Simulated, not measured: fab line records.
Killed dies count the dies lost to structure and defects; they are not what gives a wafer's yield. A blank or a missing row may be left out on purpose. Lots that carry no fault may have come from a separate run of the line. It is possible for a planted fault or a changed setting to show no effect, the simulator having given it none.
A lot that was struck, set against a sound lot || flow n5-finfet || 33 out of 1938 route steps
Sound: these wafers, L656.4, L656.6. Wafers L662.2, L662.3, L662.4 were the ones struck. At the end, the cause is stated.
Each step with rows lists, per side, the tool, then ch with its chambers, then its first start. Under that, the readings that differ: sound wafers || struck wafers || difference of the means || sigmas: that difference in standard deviations of wafers without a fault.
alike: readings whose means differ by less than 2 such deviations, and words and numbers that are the same on both sides. not compared: withheld readings, readings that some wafer has no value for, bounds like >300 that may hide the same value, and numbers for which the record gives no deviation and whose values overlap.
The two part at a step that has a row with sigmas, a row that says differs or no value, or rows on one side only. Numbers that don't overlap but have no deviation are shown without sigmas and don't part them. A reading that every wafer of one side lacks parts them only if that side has two wafers or more.

first, 10 steps without rows for these wafers: N5_BEOL_M11_HM_STRIP_39 (strips TiN in peroxide tin strip, target depth 25 nm, time 158 s); N5_BEOL_M11_SRD_40 (time 30 s); N5_BEOL_M11_PRECLEAN_42 (cleans in residue remover, time 60 s); N5_BEOL_M11_SRD_43 (time 30 s); N5_BEOL_M11_CURE_72 (cures SiCOH lowk, time 120 s); N5_BEOL_M11_DEGAS_44 (time 60 s); N5_BEOL_M11_PRE_CLEAN_45 (time 30 s); N5_BEOL_M11_ALD_74 (deposits TaN, target thk 2 nm, pulse time 2 s, purge time 3 s); N5_BEOL_M11_SURFACE_TREAT_76; N5_BEOL_M11_CVD_75 (deposits Co from CCTBA/H2, target thk 2 nm, time 138.9 s).
N5_BEOL_M11_SPUTTER_48: material Cu, target thk 12 nm, time 2 s.
  sound on pvd-sputter-01 at day 13 21:36; struck on pvd-sputter-02 at day 15 07:30
  alike: susceptor-temp-C, throttle-valve-pct
then, 21 steps without rows for these wafers: N5_BEOL_M11_ECD_50 (material Cu, target thk 318 nm); N5_BEOL_M11_ANNEAL_51 (time 90 s); N5_BEOL_M11_CMP_52 (polishes, stops on SiCOH lowk, t overpolish 7 s, target thk 140 nm); N5_BEOL_M11_PRE_CLEAN_55 (time 15 s); N5_BEOL_M11_DEP_56 (deposits SiCN from 3MS/NH3, target thk 30 nm, time 10.5 s); N5_BEOL_M12_ILD_DEP_00 (deposits SiOC from DEMS/O2, target thk 658.92 nm, time 130.7 s); N5_BEOL_M12_COAT_58 (time 60 s, resist thk 89 nm); N5_BEOL_M12_COAT_04 (resist thk 400 nm); N5_BEOL_M12_EBR_06; N5_BEOL_M12_SOFTBAKE_05 (time 60 s); N5_BEOL_M12_EXPOSE_07 (exposes mask V11); N5_BEOL_M12_PEB_08 (peb time 90 s); N5_BEOL_M12_DEVELOP_09 (develop time 45 s); N5_BEOL_M12_HARDBAKE_14 (time 120 s); N5_BEOL_M12_DESCUM_15 (chemistry O2, time 7.9 s); N5_BEOL_M12_ETCH_59 (etches BARC in N2/H2, target depth 89 nm, overetch 26.7 nm, time 67.9 s); N5_BEOL_M12_VIA_ETCH_16 (etches SiOC in C4F8/O2/Ar, target depth 724.8 nm); N5_BEOL_M12_STRIP_63 (strips in N2/H2); N5_BEOL_M12_STRIP_64 (strips in N2/H2); N5_BEOL_M12_STRIP_71 (strips in post etch residue remover, time 60 s); N5_BEOL_M12_SRD_72 (time 30 s, dry time 30 s).
N5_PASSIVATION_PROBE_49:
  record: rows for the struck wafers here (prober-02, day 16 21:57), none for the sound ones

== WHERE THEY PART ==
Within this record, at N5_PASSIVATION_PROBE_49 only.

WHY: what had been put in by the simulator
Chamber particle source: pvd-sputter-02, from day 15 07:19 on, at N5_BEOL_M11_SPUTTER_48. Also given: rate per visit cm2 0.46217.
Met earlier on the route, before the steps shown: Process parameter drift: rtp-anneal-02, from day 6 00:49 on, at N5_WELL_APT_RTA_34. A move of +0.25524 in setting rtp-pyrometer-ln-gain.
